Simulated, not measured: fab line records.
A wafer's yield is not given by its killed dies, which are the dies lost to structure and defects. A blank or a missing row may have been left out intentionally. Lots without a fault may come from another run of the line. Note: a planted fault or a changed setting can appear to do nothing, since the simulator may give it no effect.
A struck lot beside a sound one + flow n5-finfet + 15 steps out of a route of 1938
Sound: these wafers, L563.1, L563.3, L563.5. Struck: wafer L578.2; the same lot's L578.3 was not struck, so it is left out; see the end for the cause.
For every step that has rows: the tool of each side, followed by ch and its chambers, followed by its first start. Under that, the readings that differ: sound wafers + struck wafers + difference of the means + sigmas: that difference in standard deviations of wafers without a fault.
alike: readings whose means differ by less than 2 such deviations, and words and numbers that are the same on both sides. not compared: withheld readings, readings that some wafer has no value for, bounds like >300 that may hide the same value, and numbers for which the record gives no deviation and whose values overlap.
Wherever a step has rows on one side only, a row that says differs or no value, or a row with sigmas, the two part there. When numbers do not overlap yet have no deviation, they are printed without sigmas and do not part them. A reading that every wafer of one side lacks parts them only if that side has two wafers or more.

N5_BEOL_M8_CURE_75: cures SiCOH lowk, time 120 s.
  sound on uv-cure-03 ch 0, day 10 03:44; struck on uv-cure-02 ch 1, day 13 16:51
  alike: lamp-power-pct, wafer_temp_C_max
N5_BEOL_M8_DEGAS_44: time 60 s.
  sound: pvd-sputter-01 at day 10 04:08; struck: pvd-sputter-02 at day 13 18:32
| reading            | sound       | struck | difference | sigmas |
|--------------------|-------------|--------|------------|--------|
| heater-power-w (W) | 344 343 346 | 282    | -62        | -2     |
then, 2 steps without rows for these wafers: N5_BEOL_M8_PRE_CLEAN_45 (time 30 s); N5_BEOL_M8_ALD_77 (deposits TaN, target thk 2 nm, pulse time 2 s, purge time 3 s).
N5_BEOL_M8_SURFACE_TREAT_79:
  sound: pvd-sputter-01 at day 10 04:37; struck: pvd-sputter-02 at day 13 19:01
  not compared: throttle-valve-pct
then, 3 steps without rows for these wafers: N5_BEOL_M8_CVD_78 (deposits Co from CCTBA/H2, target thk 2 nm, time 142.3 s); N5_BEOL_M8_SPUTTER_48 (material Cu, target thk 10 nm, time 1.667 s); N5_BEOL_M8_ECD_50 (material Cu, target thk 300 nm).
N5_BEOL_M8_ANNEAL_51: time 90 s.
  sound on rtp-anneal-02 ch 0, day 10 05:04; struck on rtp-anneal-01 ch 0, day 13 19:56
  alike: wafer_temp_C_max
N5_BEOL_M8_CMP_52: polishes, stops on SiCOH lowk, t overpolish 6.9 s, target thk 80 nm.
  sound on cmp-04 ch 0,3, day 10 05:23; struck on cmp-04 ch 1, day 13 20:14
  alike: barrier-field-endpoint-s, motor-current-A, overpolish-run-s, platen-rpm, time-to-endpoint-s
N5_BEOL_M8_THK_MEAS_53: measures by xrf.
  sound: film-metro-01 at day 10 05:40; struck: film-metro-01 at day 13 20:29
  alike: M8_THK
then, 1 step without rows for these wafers: N5_BEOL_M8_PRE_CLEAN_55 (time 15 s).
N5_BEOL_M8_DEP_56: deposits SiCN from 3MS/NH3, target thk 10 nm, time 17.5 s.
  sound on pecvd-01 ch 0,2, day 10 05:44; struck on pecvd-03 ch 1, day 13 20:33
| reading                                  | sound      | struck | difference | sigmas |
|------------------------------------------|------------|--------|------------|--------|
| model.SiCN_of_BEOL_M8_DEP_56.thk-nm (nm) | 9.8 9.6 10 | 6.8    | -3.0       |        |
  alike: showerhead-plenum-p-Torr, throttle-valve-pct
N5_BEOL_M8_RS_MEAS_57: measurement is done with a four-point probe.
  sound: film-metro-01 at day 10 05:48; struck: film-metro-02 at day 13 20:37
  alike: M8_RS
-- a jump in the record: the struck wafers' starts before and after are 3 days apart (it breaks off in module BEOL_M8 and resumes in module PASSIVATION, where the first step shown is number 1936 of the route) --
N5_PASSIVATION_PROBE_49:
  sound: prober-02 at day 13 05:55; struck: prober-02 at day 16 16:20
  alike: defect-limited-yield, killed_at_M0_to_M3, killed_at_M4_up, killed-at-contacts, killed-at-front-end, killed-at-other, killed-dies, killed-open, killed-short, sort_bin_4_leakage, sort_bin_5_function, sort_bin_6_memory, sort-n-pass, sort-yield-pct

== WHERE THEY PART ==
N5_BEOL_M8_DEGAS_44 only, going by this record. Later steps at which nothing parts them and some readings are alike: N5_BEOL_M8_ANNEAL_51, N5_BEOL_M8_CMP_52, N5_BEOL_M8_THK_MEAS_53, N5_BEOL_M8_DEP_56, N5_BEOL_M8_RS_MEAS_57, N5_PASSIVATION_PROBE_49.

WHY: what the simulator had put in
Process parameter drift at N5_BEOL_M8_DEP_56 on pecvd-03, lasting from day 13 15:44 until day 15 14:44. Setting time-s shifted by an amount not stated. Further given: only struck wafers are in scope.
